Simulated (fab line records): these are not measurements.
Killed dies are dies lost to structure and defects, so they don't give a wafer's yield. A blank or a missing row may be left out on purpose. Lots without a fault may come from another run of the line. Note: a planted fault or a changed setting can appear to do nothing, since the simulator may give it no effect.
Split-lot experiment | flow n5-finfet | 21 wafers read across 7 lots, on a route 1938 steps long

## ABOUT THE SPLIT
At N5_BEOL_M7_COAT_05 (resist thk 90 nm), the setting spin-rpm was moved away from the recipe's 1500 rpm on 8 of the 21 wafers read, by -10.9% to +10.5%. This setting was run at the recipe's value on the other wafers.

## FROM THE SPLIT TO THE READING: what the file shows between them, 4 steps
- N5_BEOL_M7_EBR_07
- N5_BEOL_M7_SOFTBAKE_06: time 60 s
- N5_BEOL_M7_EXPOSE_08: exposes mask M7
- N5_BEOL_M7_PEB_09: peb time 60 s

## THE READING
CAR-ArF_of_BEOL_M7_COAT_05.thk-nm (the simulator's own value, which no gauge read), in nm, at N5_BEOL_M7_DEVELOP_10 (develop time 30 s). The file gives no usual value for it. The 13 wafers here that ran the recipe average 88.6 nm, standard deviation 0.25 nm.

wafer  | tool, chamber at the split | spin-rpm as run, rpm | against the recipe | CAR-ArF_of_BEOL_M7_COAT_05.thk-nm, nm | against lot-mates on the recipe
L077.1 | litho-track-04, 0          | 1500                 | recipe             | 88.6                                  | -
L077.5 | litho-track-04, 0          | 1500                 | recipe             | 88.6                                  | -
L077.3 | litho-track-04, 0          | 1403                 | -6.5%              | 91.6                                  | +3.0
L074.1 | litho-track-02, 0          | 1658                 | +10.5%             | 83.6                                  | -4.6
L074.4 | litho-track-02, 0          | 1658                 | +10.5%             | 83.8                                  | -4.4
L074.6 | litho-track-02, 0          | 1500                 | recipe             | 88.2                                  | -
L079.1 | litho-track-02, 0          | 1500                 | recipe             | 88.8                                  | -
L079.3 | litho-track-02, 0          | 1579                 | +5.3%              | 86.6                                  | -2.4
L079.4 | litho-track-02, 0          | 1500                 | recipe             | 89.2                                  | -
L081.1 | litho-track-01, 0          | 1500                 | recipe             | 88.2                                  | -
L081.3 | litho-track-01, 0          | 1337                 | -10.9%             | 94                                    | +5.6
L081.6 | litho-track-01, 0          | 1500                 | recipe             | 88.6                                  | -
L087.1 | litho-track-04, 0          | 1500                 | recipe             | 88.6                                  | -
L087.3 | litho-track-04, 0          | 1500                 | recipe             | 88.6                                  | -
L087.2 | litho-track-04, 0          | 1500                 | recipe             | 88.4                                  | -
L088.2 | litho-track-02, 0          | 1500                 | recipe             | 88.4                                  | -
L088.3 | litho-track-02, 0          | 1500                 | recipe             | 88.8                                  | -
L088.6 | litho-track-02, 0          | 1500                 | recipe             | 88.6                                  | -
L092.1 | litho-track-02, 0          | 1593                 | +6.2%              | 86                                    | no lot-mate on the recipe
L092.5 | litho-track-02, 0          | 1593                 | +6.2%              | 86                                    | no lot-mate on the recipe
L092.6 | litho-track-02, 0          | 1593                 | +6.2%              | 86                                    | no lot-mate on the recipe

FIT RESULTS
A straight line over all 21 wafers: CAR-ArF_of_BEOL_M7_COAT_05.thk-nm changes by -0.461 nm for each +1% of spin-rpm; r = -0.99; the points scatter about the line by 0.26 nm.
The same after taking each lot's own level away (the mean of its wafers on the recipe; 18 wafers): -0.46 nm for each +1%; r = -1.00; scatter 0.22 nm.
That fit puts the effect of the largest move of spin-rpm on the reading at 5 nm.
Measured against the standard deviation above, the lots' own levels, which go from 88.20 to 89.00 nm, span 3.2 times it.
So the lot-to-lot level changes the slope little: the two slopes agree.
Check: +4.76 nm against its lot-mates is what the line predicts for one of the wafers moved furthest among these (-10.9%) when that wafer is left out of the fit. Against them it came out at +5.6 nm.

## THESE WAFERS: OTHER SPLITS
Before the reading, these wafers also passed through other splits. Each is held against what the fit with the lots' levels taken away leaves over:
other split on the same wafers    | wafers away from the commonest value | r with CAR-ArF_of_BEOL_M7_COAT_05.thk-nm (lot level and that fit taken away)
N5_BEOL_M4_COAT_73 spin-rpm       | 6                                    | +0.01
N5_BEOL_M5_HM_DEP_02 target-thk-a | 3                                    | -0.09
N5_BEOL_M5_COAT_71 spin-rpm       | 6                                    | +0.16
N5_BEOL_M5_ETCH_41 source-w       | 9                                    | -0.07
N5_BEOL_M6_COAT_05 spin-rpm       | 7                                    | -0.43
N5_BEOL_M6_ETCH_62 bias-w         | 7                                    | +0.12
N5_BEOL_M7_PECVD_70 temp-c        | 9                                    | -0.35

## THE WHOLE CHAIN: every reading that the file lists as answering this split, in the file's order
step                  | what it does      | reading                                                                            | change (the file's fit)               | r (the file's)
N5_BEOL_M7_COAT_05    | resist thk 90 nm  | CAR-ArF_of_BEOL_M7_COAT_05.thk-nm (the simulator's own value, which no gauge read) | -0.463 nm for each +1% of the setting | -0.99
N5_BEOL_M7_DEVELOP_10 | develop time 30 s | CAR-ArF_of_BEOL_M7_COAT_05.thk-nm (the simulator's own value, which no gauge read) | -0.47 nm for each +1% of the setting  | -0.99

## FILE'S OWN FIT
CAR-ArF_of_BEOL_M7_COAT_05.thk-nm changes by -0.47 nm for each +1% of spin-rpm, r = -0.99.
